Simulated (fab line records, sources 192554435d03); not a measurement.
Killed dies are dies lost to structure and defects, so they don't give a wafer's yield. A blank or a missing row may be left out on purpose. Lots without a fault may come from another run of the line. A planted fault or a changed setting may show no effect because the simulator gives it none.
A struck lot beside a sound one | flow n5_finfet | 15 steps out of a route of 1938
Sound: wafers L689.1, L689.2, L689.6. Struck: wafers L677.3, L677.6. The cause comes at the end.
At each step with rows: each side's tool, then ch and its chambers, then its first start. Under that, the readings that differ: sound wafers | struck wafers | difference of the means | sigmas: that difference in standard deviations of wafers without a fault.
alike: readings whose means differ by less than 2 such deviations, and words and numbers that are the same on both sides. not compared: withheld readings, readings that some wafer has no value for, bounds like >300 that may hide the same value, and numbers for which the record gives no deviation and whose values overlap.
The two part at a step that has a row with sigmas, a row that says differs or no value, or rows on one side only. Numbers that don't overlap but have no deviation are shown without sigmas and don't part them. A reading that every wafer of one side lacks parts them only if that side has two wafers or more.

first, 8 steps without rows for these wafers: N5_BEOL_M3_COAT_68 (time 60 s, resist thk 12 nm); N5_BEOL_M3_COAT_76 (time 60 s, resist thk 5 nm); N5_BEOL_M3_COAT_22 (resist thk 30 nm); N5_BEOL_M3_EBR_24; N5_BEOL_M3_SOFTBAKE_23 (time 60 s); N5_BEOL_M3_EXPOSE_25 (exposes mask V2, defocus 5 nm); N5_BEOL_M3_PEB_26 (peb time 60 s); N5_BEOL_M3_DEVELOP_27 (develop time 30 s).
N5_BEOL_M3_CD_MEAS_28: target cd 25.7 nm, target cd y 23.3 nm.
  sound on cd_sem-02 ch 0, day 13 02:53; struck on cd_sem-01 ch 0, day 9 01:55
  alike: cd_nm
N5_BEOL_M3_OVL_MEAS_29:
  sound on overlay-01 ch 0, day 13 02:55; struck on overlay-01 ch 0, day 9 01:58
  alike: V2_OVL
N5_BEOL_M3_INSPECT_30: inspects for defects (brightfield).
  sound on defect_inspect-02, day 13 02:58; struck on defect_inspect-01, day 9 02:01
  alike: raw_defect_count
N5_BEOL_M3_DESCUM_33: chemistry O2, time 7 s.
  sound on rie_diel-02 ch 0,1, day 13 03:01; struck on rie_diel-02 ch 2,3, day 9 02:02
  alike: drypump_motor_current_A, oes_product_au, rf_vpp_V, showerhead_plenum_p_Torr, throttle_valve_pct
  not compared: rf_hours_counter_h
N5_BEOL_M3_ETCH_77: etches underlayer in N2/H2, target depth 6.5 nm, time 5.2 s.
  sound on rie_diel-02 ch 0,1, day 13 03:02; struck on rie_diel-02 ch 2,3, day 9 02:05
  reading               | sound          | struck    | difference | sigmas
  etch_rf_on_time_s (s) | 5.08 5.25 5.14 | 6.71 6.65 | +1.52      | +17
  oes_product_au (a.u.) | 0.74 0.73 0.73 | 0.55 0.58 | -0.17      | -2
  alike: drypump_motor_current_A, h2_flow_sccm, rf_vpp_V, showerhead_plenum_p_Torr, throttle_valve_pct
  not compared: rf_hours_counter_h
N5_BEOL_M3_ETCH_69: etches SiARC in CF4, target depth 15.6 nm, time 26 s.
  sound on rie_diel-02 ch 0,1, day 13 03:04; struck on rie_diel-02 ch 2,3, day 9 02:05
  alike: drypump_motor_current_A, etch_rf_on_time_s, mfc_ar_sccm, oes_product_au, rf_vpp_V, showerhead_plenum_p_Torr, throttle_valve_pct
  not compared: rf_hours_counter_h
N5_BEOL_M4_RC_MEAS_101:
  sound on prober-01 ch 0, day 14 17:59; struck on prober-01 ch 0, day 10 17:19
  alike: DIBL_N, DIBL_P, IOFF_N, IOFF_P, ION_N, ION_P, SS_N, SS_P, VT_N, VT_P

WHERE THEY PART
Only at N5_BEOL_M3_ETCH_77, within this record. Later steps at which nothing parts them and some readings are alike: N5_BEOL_M3_ETCH_69, N5_BEOL_M4_RC_MEAS_101.

WHY: what the simulator had put in
Process parameter drift: rie_diel-02, from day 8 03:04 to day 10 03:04, at N5_BEOL_M3_ETCH_77. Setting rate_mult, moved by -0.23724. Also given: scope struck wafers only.
